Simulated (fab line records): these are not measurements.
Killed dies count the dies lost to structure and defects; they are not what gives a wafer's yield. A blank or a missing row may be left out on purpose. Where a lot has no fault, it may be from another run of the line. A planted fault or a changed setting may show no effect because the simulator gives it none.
fab line records	flow nand-harc
record lots=13	wafers=38	last-day=24
route steps=1159 shown A_STAIRCASE@534 A_SGD_CUT@758 END@1159
lots that met no fault: taken from a fault-free run of the same line
start-h: hours from the record's first day to the start of the lot's first wafer shown	wait-h: hours elapsed since this lot's preceding step	" as in the row above	L1.1+2: several wafers, shown together as one row	- no value, or no start given	* or withheld: withheld	< > ~ a bound
route shown NAME@n: NAME is a module with steps in the file, n the number in the route of the first one	usual: mean/standard deviation of fault-free wafers	same: alike in all rows	chamber/n: place in a boat	sites: per-site readings	_std_site: the standard deviation of these	_edge_site: mean of outer sites minus mean of inner sites	radius-mm: for every site, how far away it sits from the centre of the wafer	mask NAME#n: copy n	behind: the last tool/chamber to shape the wafer	hold: reason for holding the lot/hours on hold/outcome of the hold	device: the n, p or np transistor that did not switch	end of line: tests of these same wafers at the route's end	for a step that has no rows: nothing shown but its recipe	killed: count of dies lost to structure and defects at first sort (not the wafer's yield)	map: shows each die of a wafer: x if killed, . if not, _ if none is there
set.NAME: setting as actually run; set.NAME@STEP: the setting as run at that earlier step	model.NAME: the simulator's own value behind a step, which no gauge read
one table for each step of the route and one row for each wafer, over a sample of lots
services: from which hour (start-h, from the record's first day; less than 0 if before it) a tool's chamber was out of use, for how many hours, and why
## steps
# step NHARC_A_STAIRCASE_STRIP_172
# recipe time-s=900	temp-c=130	chemistry=SPM
lot.wafer	tool	chamber	start-h	wait-h
L475.4+6+2	wet-bench-07	7,1,3	220.50	0.2
L477.6+1+2	wet-bench-04	4,6,0	244.29	0.1
L476.3+6+1	wet-bench-02	3,6,7	244.36	0.2
L480.4+1+6	wet-bench-07	1,3,4	257.35	0.2
L479.6+1+5	wet-bench-04	7,0,2	262.38	0.1
L481.4+2+1	wet-bench-02	0,1,2	270.84	0.2
L483.4+5+6	wet-bench-04	4,5,6	277.92	0.2
L482.6+2+4	wet-bench-04	3,4,7	278.18	0.1
L484.6+2+5	wet-bench-07	4,6,0	288.71	0.1
L488.1+6+5	wet-bench-04	3,4,5	305.77	0.3
L487.1+2+5	wet-bench-04	4,6,1	309.45	0.3
L490.2+6+5	wet-bench-04	2,3,4	321.56	0.3
L493.4+6	wet-bench-07	7,0	335.49	0.2
# step NHARC_A_STAIRCASE_STRIP_446
# recipe power-w=1500	temp-c=250	chemistry=O2
# usual drypump-motor-current-A=5.6/0.33	heater-power-w=348/23
lot.wafer	tool	chamber	start-h	wait-h	drypump-motor-current-A	heater-power-w	rf-hours-counter-h
L475.2	plasma-asher-01	1	288.67	0.1	6.1	324	1
L475.4	"	0	"	"	6.0	387	-
L475.6	"	0	"	"	5.9	372	-
L477.1	plasma-asher-01	1	315.58	0.0	6.1	319	8
L477.2	"	0	"	"	5.9	387	8
L477.6	"	0	"	"	5.9	385	-
L476.1	plasma-asher-02	0	316.04	0.1	5.2	332	42
L476.3	"	1	"	"	5.4	371	-
L476.6	"	0	"	"	5.3	332	-
L480.1	plasma-asher-01	1	323.83	0.1	6.1	314	11
L480.4	"	1	"	"	6.1	318	-
L480.6	"	0	"	"	5.9	396	-
L479.1	plasma-asher-02	1	330.92	0.1	5.5	372	48
L479.5	"	0	"	"	5.3	330	-
L479.6	"	1	"	"	5.5	364	-
L481.2	plasma-asher-02	0	342.84	0.0	5.3	330	53
L481.1	"	1	"	"	5.4	381	53
L481.4	"	0	"	"	5.3	332	-
L483.4	plasma-asher-01	1	343.27	0.3	6.1	315	-
L483.6	"	0	"	"	5.9	376	-
L483.5	"	1	"	"	6.1	315	-
L482.2	plasma-asher-02	0	360.08	0.2	5.3	329	56
L482.4	"	1	"	"	5.4	382	-
L482.6	"	1	"	"	5.4	369	-
L484.2	plasma-asher-01	1	360.22	0.1	6.1	319	22
L484.6	"	0	"	"	5.9	383	-
L484.5	"	1	"	"	6.1	322	-
L487.2	plasma-asher-02	0	372.63	0.4	5.2	341	2
L487.1	"	1	"	"	5.5	343	2
L487.5	"	1	"	"	5.4	334	-
L488.1	plasma-asher-02	1	372.96	0.6	5.5	342	2
L488.5	"	0	"	"	5.3	342	-
L488.6	"	1	"	"	5.5	338	-
L490.2	plasma-asher-02	0	393.07	0.1	5.3	338	9
L490.5	"	1	"	"	5.4	340	-
L490.6	"	0	"	"	5.3	348	-
L493.4	plasma-asher-02	1	403.83	0.3	5.5	342	-
L493.6	"	1	"	"	5.5	348	-
# step NHARC_A_STAIRCASE_CMP_152
# usual motor-current-A=12.4/0.72	retaining-ring-pressure-frac=1.001/0.005
lot.wafer	tool	chamber	start-h	wait-h	motor-current-A	retaining-ring-pressure-frac
L475.4	cmp-02	3	289.50	0.1	12.5	1.003
L475.2	"	0	"	"	11.2	1.006
L475.6	"	0	"	"	11.5	1.005
L477.1	cmp-04	1	316.48	0.1	11.5	0.999
L477.2	"	0	"	"	13.1	1.006
L477.6	"	2	"	"	11.7	1.002
L476.3	cmp-03	2	316.87	0.1	12.8	0.995
L476.1	"	1	"	"	11.8	1.005
L476.6	"	2	"	"	13.2	0.993
L480.1	cmp-03	1	324.66	0.1	11.8	0.994
L480.4	"	2	"	"	13.1	1.003
L480.6	"	2	"	"	13.1	1.001
L479.1	cmp-04	0	331.74	0.1	12.8	0.998
L479.6	"	0	"	"	13.0	0.999
L479.5	"	1	"	"	11.2	0.994
L481.4	cmp-02	3	343.72	0.1	13.0	1.009
L481.1	"	1	"	"	13.2	1.003
L481.2	"	2	"	"	13.3	0.999
L483.4	cmp-04	0	344.02	0.1	13.0	0.995
L483.6	"	2	"	"	12.0	1.002
L483.5	"	3	"	"	11.6	0.997
L482.4	cmp-04	3	361.02	0.1	11.7	0.998
L482.2	"	1	"	"	12.5	1.003
L482.6	"	2	"	"	12.1	1.000
L484.2	cmp-03	3	361.08	0.1	12.6	1.004
L484.6	"	0	"	"	12.3	1.005
L484.5	"	1	"	"	11.8	1.006
L487.1	cmp-03	1	373.50	0.1	11.6	0.997
L487.2	"	3	"	"	12.8	0.991
L487.5	"	2	"	"	13.4	1.000
L488.1	cmp-04	1	373.82	0.1	11.8	1.006
L488.6	"	2	"	"	11.7	1.001
L488.5	"	3	"	"	11.4	0.993
L490.2	cmp-02	1	393.93	0.1	12.8	1.010
L490.5	"	0	"	"	11.2	1.010
L490.6	"	1	"	"	12.7	0.998
L493.4	cmp-02	2	404.57	0.1	13.8	1.004
L493.6	"	2	"	"	13.1	1.012
# step NHARC_A_SGD_CUT_CD_MEAS_09
# recipe target-cd-nm=100	landing-energy-ev=500
# usual cd-nm=99.9/0.58
lot.wafer	tool	chamber	start-h	wait-h	cd-nm
L475.2	cd-sem-03	0	292.03	-	100.4
L475.4	"	0	"	"	99.1
L475.6	"	0	"	"	100.9
L477.1	cd-sem-03	0	319.03	-	100.5
L477.2	"	0	"	"	100.2
L477.6	"	0	"	"	100.2
L476.1	cd-sem-01	0	319.39	-	100.1
L476.3	"	0	"	"	101.0
L476.6	"	0	"	"	101.1
L480.1	cd-sem-03	0	327.84	-	99.2
L480.4	"	0	"	"	99.4
L480.6	"	0	"	"	99.6
L479.1	cd-sem-01	0	334.53	-	99.3
L479.5	"	0	"	"	99.8
L479.6	"	0	"	"	98.5
L481.1	cd-sem-01	0	346.39	-	99.7
L481.2	"	0	"	"	100.0
L481.4	"	0	"	"	100.3
L483.4	cd-sem-03	0	346.60	-	99.6
L483.5	"	0	"	"	99.3
L483.6	"	0	"	"	99.8
L482.2	cd-sem-03	0	363.61	-	98.8
L482.4	"	0	"	"	99.3
L482.6	"	0	"	"	100.7
L484.2	cd-sem-01	0	363.87	-	100.6
L484.5	"	0	"	"	99.2
L484.6	"	0	"	"	99.5
L487.1	cd-sem-03	0	375.88	-	99.0
L487.2	"	0	"	"	99.7
L487.5	"	0	"	"	99.5
L488.1	cd-sem-03	0	376.29	-	101.0
L488.5	"	0	"	"	99.8
L488.6	"	0	"	"	100.2
L490.2	cd-sem-02	0	396.61	-	99.5
L490.5	"	0	"	"	100.0
L490.6	"	0	"	"	99.5
L493.4	cd-sem-02	0	407.12	-	99.8
L493.6	"	0	"	"	100.4
# step NHARC_A_SGD_CUT_DESCUM_14
# recipe time-s=3	o2-flow-sccm=200	ar-flow-sccm=0	bias-power-w=0	chemistry=O2
# usual drypump-motor-current-A=5.6/0.49	oes-product-au=0.997/0.014	rf-vpp-V=58.0/0.78	showerhead-plenum-p-Torr=1.95/0.065	throttle-valve-pct=11.311/0.0092
lot.wafer	tool	chamber	start-h	wait-h	hold	drypump-motor-current-A	oes-product-au	rf-hours-counter-h	rf-vpp-V	showerhead-plenum-p-Torr	throttle-valve-pct
L475.4	rie-diel-02	2	292.23	0.1	-	6.2	1.005	14	57.5	1.96	11.308
L475.2	"	3	"	"	-	5.5	0.992	16	58.0	2.04	11.298
L475.6	"	1	"	"	-	5.0	0.997	-	58.6	1.97	11.312
L477.1	rie-diel-04	0	319.23	0.1	-	6.0	1.001	1	58.7	1.96	11.305
L477.2	"	1	"	"	-	5.2	0.978	1	57.0	1.87	11.326
L477.6	"	3	"	"	-	5.3	0.998	-	56.8	1.97	11.311
L476.3	rie-diel-04	1	319.57	0.1	-	5.3	0.982	1	57.3	1.87	11.317
L476.1	"	3	"	"	-	5.3	0.992	2	59.0	1.97	11.320
L476.6	"	1	"	"	-	5.3	0.997	-	57.0	1.87	11.311
L480.4	rie-diel-01	3	328.03	0.1	-	5.4	1.006	0	56.2	1.86	11.307
L480.1	"	2	"	"	-	6.5	1.001	0	57.3	1.95	11.307
L480.6	"	0	"	"	-	5.9	0.956	-	57.3	1.96	11.319
L479.1	rie-diel-01	3	334.73	0.1	-	5.4	0.990	1	57.2	1.86	11.320
L479.6	"	1	"	"	-	6.3	0.972	-	57.7	2.04	11.306
L479.5	"	2	"	"	-	6.5	0.992	-	58.0	1.95	11.303
L481.1	rie-diel-01	1	346.58	0.1	-	6.3	0.979	1	59.3	2.04	11.328
L481.2	"	3	"	"	-	5.4	0.997	2	57.5	1.86	11.320
L481.4	"	0	"	"	-	6.0	0.965	2	58.9	1.96	11.304
L483.4	rie-diel-02	2	346.80	0.1	-	6.2	0.993	1	57.4	1.96	11.308
L483.5	"	3	"	"	-	5.5	0.987	-	57.6	2.04	11.318
L483.6	"	0	"	"	-	5.9	1.017	-	57.3	1.83	11.301
L482.2	rie-diel-04	3	363.81	0.1	-	5.3	0.990	8	56.5	1.97	11.317
L482.4	"	0	"	"	-	6.0	1.008	-	59.1	1.95	11.334
L482.6	"	3	"	"	-	5.3	0.990	-	58.3	1.97	11.306
L484.2	rie-diel-02	1	364.07	0.1	-	5.0	1.001	2	59.5	1.96	11.305
L484.5	"	1	"	"	-	5.0	1.008	-	57.0	1.96	11.299
L484.6	"	2	"	"	-	6.2	1.000	-	59.0	1.95	11.303
L487.1	rie-diel-04	3	376.08	0.1	-	5.3	1.000	9	58.4	1.97	11.328
L487.2	"	1	"	"	-	5.2	0.991	4	57.2	1.87	11.299
L487.5	"	3	"	"	-	5.3	0.997	-	57.0	1.97	11.307
L488.1	rie-diel-02	0	376.49	0.1	-	5.9	1.006	3	57.8	1.83	11.310
L488.6	"	2	"	"	-	6.2	0.992	-	57.8	1.95	11.310
L488.5	"	3	"	"	-	5.5	0.982	-	56.9	2.04	11.305
L490.2	rie-diel-02	0	396.82	0.1	-	5.9	1.018	5	58.3	1.83	11.302
L490.5	"	1	"	"	-	5.0	1.006	-	57.1	1.96	11.320
L490.6	"	2	"	"	-	6.2	1.001	-	57.6	1.95	11.304
L493.4	rie-diel-01	3	411.97	4.6	await-dispo/4.5h/release	5.5	1.013	8	58.0	1.86	11.304
L493.6	"	3	"	"	await-dispo/4.5h/release	5.4	1.019	-	57.8	1.86	11.301
# step NHARC_END_SORT_01
# recipe temp-c=25
# usual killed-at-array=25/7.8	killed-at-other=0.6/0.81	killed-at-periphery=3.3/2.2	killed-dies=29/8.2	killed-open=3.5/1.9	killed-short=1.8/1.3
# same gross-dies=677
lot.wafer	tool	chamber	start-h	wait-h	killed-at-array	killed-at-other	killed-at-periphery	killed-dies	killed-open	killed-short
L480.4	prober-02	0	448.62	3.4	18	0	5	23	4	0
L481.1	prober-01	0	478.92	2.5	32	0	3	35	3	0
L481.2	prober-01	0	479.72	2.8	21	0	4	25	3	4
L481.4	prober-01	0	481.33	3.4	36	0	6	42	8	4
L482.2	prober-02	0	491.06	2.8	21	3	6	30	4	2
L482.4	prober-02	0	492.64	3.4	35	1	4	40	7	3
L482.6	prober-02	0	494.22	3.9	24	0	1	25	2	3
L484.2	prober-02	0	498.82	2.8	26	1	3	30	5	2
L484.5	prober-02	0	501.24	3.7	23	2	2	27	3	0
L484.6	prober-02	0	502.04	4.0	31	1	3	35	8	1
L493.4	prober-02	0	565.99	3.5	22	0	2	24	3	1
L493.6	prober-02	0	567.62	4.1	52	0	1	53	2	2
# killed by level:class
L480.4 A_CHANNEL_HOLE_D1:chamber-film-flake=11 P_STI:chamber-film-flake=2 A_ZERO_WELL:chamber-film-flake=2 P_CONTACT:geometric-particle:open=1 A_ONON_D1:geometric-particle:open=1 A_SGD_CUT:geometric-particle:open=1 A_BLC:geometric-particle:open=1 P_ZERO_WELL:chamber-film-flake=1
L481.1 A_SLIT:chamber-film-flake=14 A_CHANNEL_HOLE_D1:chamber-film-flake=10 A_ZERO_WELL:chamber-film-flake=3 A_CONTACT:chamber-film-flake=3 P_ZERO_WELL:chamber-film-flake=2 P_GATE:geometric-particle:open=1 A_CHANNEL_HOLE_D1:geometric-particle:open=1 A_CONTACT:geometric-particle:open=1
L481.2 A_SLIT:chamber-film-flake=8 A_CHANNEL_HOLE_D1:chamber-film-flake=6 P_CONTACT:geometric-particle:open=1 P_M2:geometric-particle:open=1 A_SOURCE_PLATE:geometric-particle:short=1 A_ONON_D1:geometric-particle:short=1 A_CHANNEL_FILL_D1:geometric-particle:short=1 A_CHANNEL_FILL_D1:geometric-particle:open=1
L481.4 A_CHANNEL_HOLE_D1:chamber-film-flake=15 A_SLIT:chamber-film-flake=7 P_M0:geometric-particle:open=2 A_ONON_D1:geometric-particle:short=2 A_CHANNEL_FILL_D1:geometric-particle:short=2 A_BLC:geometric-particle:open=2 A_ZERO_WELL:chamber-film-flake=2 A_STAIRCASE:chamber-film-flake=2
L482.2 A_SLIT:chamber-film-flake=13 P_GATE:chamber-film-flake=6 A_CHANNEL_FILL_D1:chamber-film-flake=2 A_CONTACT:chamber-film-flake=2 A_SOURCE_PLATE:geometric-particle:open=1 A_CHANNEL_FILL_D1:geometric-particle:open=1 A_WL_FILL:geometric-particle:short=1 A_M0:geometric-particle:open=1
L482.4 A_SLIT:chamber-film-flake=16 A_CONTACT:geometric-particle:open=5 A_CONTACT:chamber-film-flake=5 A_CHANNEL_HOLE_D1:chamber-film-flake=4 A_WL_FILL:geometric-particle:short=2 P_GATE:geometric-particle:open=1 P_M1:geometric-particle:open=1 A_CHANNEL_FILL_D1:geometric-particle:short=1
L482.6 A_SLIT:chamber-film-flake=13 A_CONTACT:chamber-film-flake=5 A_CHANNEL_HOLE_D1:chamber-film-flake=2 P_M1:geometric-particle:short=1 A_SOURCE_PLATE:geometric-particle:short=1 A_SGD_CUT:geometric-particle:short=1 A_WL_FILL:geometric-particle:open=1 A_M1:geometric-particle:open=1
L484.2 A_CHANNEL_HOLE_D1:chamber-film-flake=9 A_CONTACT:chamber-film-flake=5 A_WL_FILL:chamber-film-flake=3 A_SLIT:chamber-film-flake=2 P_CONTACT:geometric-particle:open=1 P_M1:geometric-particle:open=1 A_ONON_D1:geometric-particle:short=1 A_CHANNEL_HOLE_D1:geometric-particle:short=1
L484.5 A_CHANNEL_HOLE_D1:chamber-film-flake=8 A_CONTACT:chamber-film-flake=7 A_WL_FILL:geometric-particle:open=2 P_STI:chamber-film-flake=2 A_SLIT:chamber-film-flake=2 A_WL_FILL:chamber-film-flake=2 THIN_TSV:chamber-film-flake=2 A_ONON_D1:geometric-particle:open=1
L484.6 A_CHANNEL_HOLE_D1:chamber-film-flake=12 A_SLIT:chamber-film-flake=4 A_CONTACT:geometric-particle:open=3 A_ZERO_WELL:chamber-film-flake=3 A_CONTACT:chamber-film-flake=3 A_CHANNEL_FILL_D1:geometric-particle:open=2 A_CHANNEL_FILL_D1:chamber-film-flake=2 P_CONTACT:geometric-particle:open=1
L493.4 A_CHANNEL_HOLE_D1:chamber-film-flake=18 A_ZERO_WELL:chamber-film-flake=2 P_GATE:geometric-particle:open=1 P_CONTACT:geometric-particle:open=1 A_CHANNEL_HOLE_D1:geometric-particle:short=1 A_SGD_CUT:geometric-particle:open=1
L493.6 A_STAIRCASE:unspecified=30 A_CHANNEL_HOLE_D1:chamber-film-flake=14 A_CONTACT:chamber-film-flake=3 P_GATE:geometric-particle:open=1 A_CHANNEL_FILL_D1:geometric-particle:open=1 A_SGD_CUT:geometric-particle:short=1 A_WL_FILL:geometric-particle:short=1 A_ZERO_WELL:chamber-film-flake=1
## services
tool	chamber	start-h	hours	kind
plasma-asher-01	-	197.43	0.5	repair
cmp-03	-	201.41	2.5	repair
cmp-04	-	203.20	4.0	pm
cmp-03	-	216.00	3.0	repair
cmp-03	-	225.73	1.2	repair
cmp-04	-	228.07	6.0	repair
cmp-03	-	241.58	0.7	repair
cmp-03	-	254.00	4.0	pm
plasma-asher-01	-	276.40	9.0	pm
rie-diel-02	2	277.86	7.2	repair
rie-diel-04	-	289.00	9.0	pm
rie-diel-04	1	300.78	5.4	repair
cmp-04	-	301.20	4.0	pm
cmp-04	-	323.61	3.4	repair
rie-diel-04	0	324.52	15.0	repair
rie-diel-02	-	327.88	9.0	pm
rie-diel-04	1	337.27	34.0	repair
wet-bench-04	-	339.34	8.0	pm
wet-bench-04	-	354.28	1.1	repair
plasma-asher-02	-	360.32	9.0	pm
rie-diel-02	0	363.97	4.9	repair
plasma-asher-01	-	388.09	18.8	repair
cmp-04	-	399.20	4.0	pm
plasma-asher-01	-	411.46	4.2	repair
## key
first-sign step=NHARC_END_SORT_01	reading=killed-at-array	direction=up	sigmas=3.4	usual=25	struck=52
effect step=NHARC_END_SORT_01	reading=killed-dies	direction=up	sigmas=2.9	usual=29	struck=53
more-kills-born-at NHARC_A_STAIRCASE_STRIP_172@wet-bench-07=30
met-at NHARC_A_STAIRCASE_STRIP_172
struck-lots L493
struck-wafers L493.6
tester-left-out L493
not-acting-at NHARC_A_STAIRCASE_STRIP_446,NHARC_A_STAIRCASE_CMP_152,NHARC_A_SGD_CUT_CD_MEAS_09
onset-between 288.71 335.49
fault kind=chamber-particle-source	tool=wet-bench-07	chamber=0	onset-h=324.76	steps=NHARC_A_STAIRCASE_STRIP_172	rate-per-visit-cm2=0.63801	end-h=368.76
# tester-left-out: of these lots the tester's yield and bins aren't shown, on N5 and GAA mostly nor the transistor test; their killed dies are dies lost to structure and defects alone, not to doping, threshold or leakage, so they don't give the yield
